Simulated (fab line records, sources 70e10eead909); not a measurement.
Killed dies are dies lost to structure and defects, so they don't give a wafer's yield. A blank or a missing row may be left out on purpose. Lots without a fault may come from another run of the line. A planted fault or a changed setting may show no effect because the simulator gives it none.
Chamber matching | flow nand_harc | NHARC_A_BLC_STRIP_29 on rie_diel-07: 4 sister chambers
The step strips in CF4. 14 wafers are shown with their chamber, then 7 later ones without.

WAFERS WITH THEIR CHAMBER
wafer  | chamber | drypump_motor_current_A (A) | rf_vpp_V (V) | oes_product_au (a.u.)
L210.1 | 1       | 6.4                         | 59.5         | 0.990
L210.3 | 3       | 6.1                         | 57.6         | 0.993
L210.4 | 0       | 6.1                         | 60.4         | 0.978
L211.2 | 2       | 5.7                         | 58.9         | 1.023
L211.4 | 1       | 6.4                         | 58.3         | 1.000
L211.6 | 1       | 6.4                         | 58.6         | 1.002
L216.1 | 1       | 6.4                         | 59.8         | 0.998
L216.3 | 0       | 6.1                         | 60.6         | 0.998
L216.4 | 3       | 6.1                         | 59.6         | 0.995
L217.2 | 3       | 6.1                         | 60.3         | 0.990
L217.4 | 0       | 6.1                         | 59.7         | 0.990
L217.5 | 3       | 6.1                         | 59.6         | 0.983
L225.1 | 2       | 5.7                         | 57.2         | 0.997
L225.2 | 3       | 6.2                         | 60.1         | 0.978

SIGNATURES (means of the wafers above)
reading                 | chamber 0 | chamber 1 | chamber 2 | chamber 3 | scatter within a chamber
drypump_motor_current_A | 6.100     | 6.400     | 5.700     | 6.120     | 0.0283
rf_vpp_V                | 60.233    | 59.050    | 58.050    | 59.440    | 0.896
oes_product_au          | 0.98867   | 0.99750   | 1.01000   | 0.98780   | 0.00909
Rule: a wafer's distance from a chamber is the root of the sum, over the readings, of the square of ((its reading less the chamber's mean) divided by the reading's scatter). The wafer belongs to the nearest chamber; if the next one is less than 2 further off, it can't be placed. The scatter: the root of (the sum of the squares of (reading less its chamber's mean) over the shown wafers, divided by (wafers less chambers)).

WAFERS WITHOUT THEIR CHAMBER
wafer  | drypump_motor_current_A (A) | rf_vpp_V (V) | oes_product_au (a.u.)
L225.6 | 6.1                         | 58.5         | 0.984
L229.1 | 6.1                         | 60.0         | 0.972
L229.3 | 5.7                         | 57.5         | 1.004
L229.5 | 6.4                         | 58.4         | 0.999
L230.1 | 6.1                         | 58.9         | 0.981
L230.2 | 5.7                         | 59.0         | 1.003
L230.4 | 6.4                         | 59.1         | 0.999

WHICH CHAMBER EACH WENT THROUGH
wafer  | from the rows above     | in truth
L225.6 | can't be placed: 3 or 0 | 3
L229.1 | can't be placed: 0 or 3 | 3
L229.3 | 2                       | 2
L229.5 | 1                       | 1
L230.1 | can't be placed: 3 or 0 | 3
L230.2 | 2                       | 2
L230.4 | 1                       | 1
Placed correctly: 4 of 7. Can't be placed from these rows: 3 (the true chamber is among the candidates in 3). Placed wrongly: 0.
